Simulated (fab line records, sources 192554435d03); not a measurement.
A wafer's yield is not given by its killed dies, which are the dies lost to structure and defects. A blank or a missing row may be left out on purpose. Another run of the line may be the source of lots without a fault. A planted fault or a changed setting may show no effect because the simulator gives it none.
Chamber matching ; flow n5Finfet ; aldSin-01 running N5_BEOL_M1_ALD_98: 4 sister chambers
The step deposits SiO2, target thk 2.5 nm, pulse time 1 s, co reactant pulse time 1 s. 8 wafers are shown with their chamber, then 9 later ones without.

== EACH WAFER AND ITS CHAMBER ==
wafer;chamber;heaterPowerW (W);precursorPulseHeightRel
L080.1;3;69;0.984
L084.3;2;80;1.009
L085.1;3;70;1.011
L085.4;1;73;1.014
L085.5;1;73;0.983
L088.1;0;77;1.018
L088.4;2;80;0.987
L088.6;0;77;1.015

== WAFERS WITHOUT THEIR CHAMBER ==
wafer;heaterPowerW (W);precursorPulseHeightRel
L091.1;76;1.023
L091.3;74;1.021
L091.6;78;1.010
L092.3;69;1.004
L092.5;74;1.004
L092.6;80;1.015
L094.1;77;1.041
L094.5;68;1.001
L094.6;78;1.015

== WHICH CHAMBER EACH ONE RAN IN ==
wafer;from the rows above;in truth
L091.1;0;0
L091.3;1;1
L091.6;0;0
L092.3;3;3
L092.5;1;1
L092.6;2;2
L094.1;0;0
L094.5;3;3
L094.6;0;0
Correct placement for 9 of the 9. From these rows, 0 cannot be placed. Number placed wrongly: 0.
How it was worked out, from the rows above alone: a wafer's distance from a chamber is the root of the sum, over the readings, of the square of ((its reading less the chamber's mean) divided by the reading's scatter). The wafer belongs to the nearest chamber; if the next one is less than 2 further off, it can't be placed. Each chamber's mean is taken over the wafers shown for it. The scatter: the root of (the sum of the squares of (reading less its chamber's mean) over the shown wafers, divided by (wafers less chambers)).
